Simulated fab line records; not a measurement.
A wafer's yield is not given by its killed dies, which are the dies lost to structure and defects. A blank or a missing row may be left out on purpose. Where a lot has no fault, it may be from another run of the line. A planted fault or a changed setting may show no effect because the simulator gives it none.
Matching of chambers || flow n5 finfet || N5_FIN_SAQP_ETCH_65 on rie si-05: 4 sister chambers
The step etches SiO2 in CF4, target depth 4 nm, time 4.4 s. 4 wafers are shown with their chamber, then 10 later ones without.

## WAFERS WITH THEIR CHAMBER
{"wafer": "L087.1", "chamber": 2, "throttle valve pct (%)": 21.47}
{"wafer": "L087.3", "chamber": 0, "throttle valve pct (%)": 22.12}
{"wafer": "L088.3", "chamber": 1, "throttle valve pct (%)": 21.53}
{"wafer": "L088.5", "chamber": 3, "throttle valve pct (%)": 22.07}

## WAFERS WITHOUT THEIR CHAMBER
{"wafer": "L088.6", "throttle valve pct (%)": 21.47}
{"wafer": "L090.2", "throttle valve pct (%)": 22.10}
{"wafer": "L090.4", "throttle valve pct (%)": 22.12}
{"wafer": "L090.6", "throttle valve pct (%)": 21.53}
{"wafer": "L092.1", "throttle valve pct (%)": 22.13}
{"wafer": "L092.2", "throttle valve pct (%)": 21.54}
{"wafer": "L092.3", "throttle valve pct (%)": 22.09}
{"wafer": "L096.2", "throttle valve pct (%)": 22.08}
{"wafer": "L096.3", "throttle valve pct (%)": 21.54}
{"wafer": "L096.6", "throttle valve pct (%)": 21.54}

## CHAMBER TAKEN BY EACH
{"wafer": "L088.6", "from the rows above": 2, "in truth": 2}
{"wafer": "L090.2", "from the rows above": "can't be placed: 0 or 3", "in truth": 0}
{"wafer": "L090.4", "from the rows above": 0, "in truth": 0}
{"wafer": "L090.6", "from the rows above": 1, "in truth": 1}
{"wafer": "L092.1", "from the rows above": 0, "in truth": 0}
{"wafer": "L092.2", "from the rows above": 1, "in truth": 1}
{"wafer": "L092.3", "from the rows above": "can't be placed: 3 or 0", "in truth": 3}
{"wafer": "L096.2", "from the rows above": 3, "in truth": 3}
{"wafer": "L096.3", "from the rows above": 1, "in truth": 1}
{"wafer": "L096.6", "from the rows above": 1, "in truth": 1}
Correctly placed: 8 of 10. Unplaceable from these rows: 2, with the true chamber sitting among the candidates in 2. 0 placed wrongly.
How it was worked out, from the rows above alone: a wafer's distance from a chamber is the root of the sum, over the readings, of the square of ((its reading less the chamber's mean) divided by the reading's scatter). The wafer belongs to the nearest chamber; if the next one is less than 2 further off, it can't be placed. For every chamber, the mean is computed from those of its wafers that are shown. The scatter (one wafer shown for each chamber): square how far every hidden wafer sits from the nearest shown wafer, average those squares and take the square root.
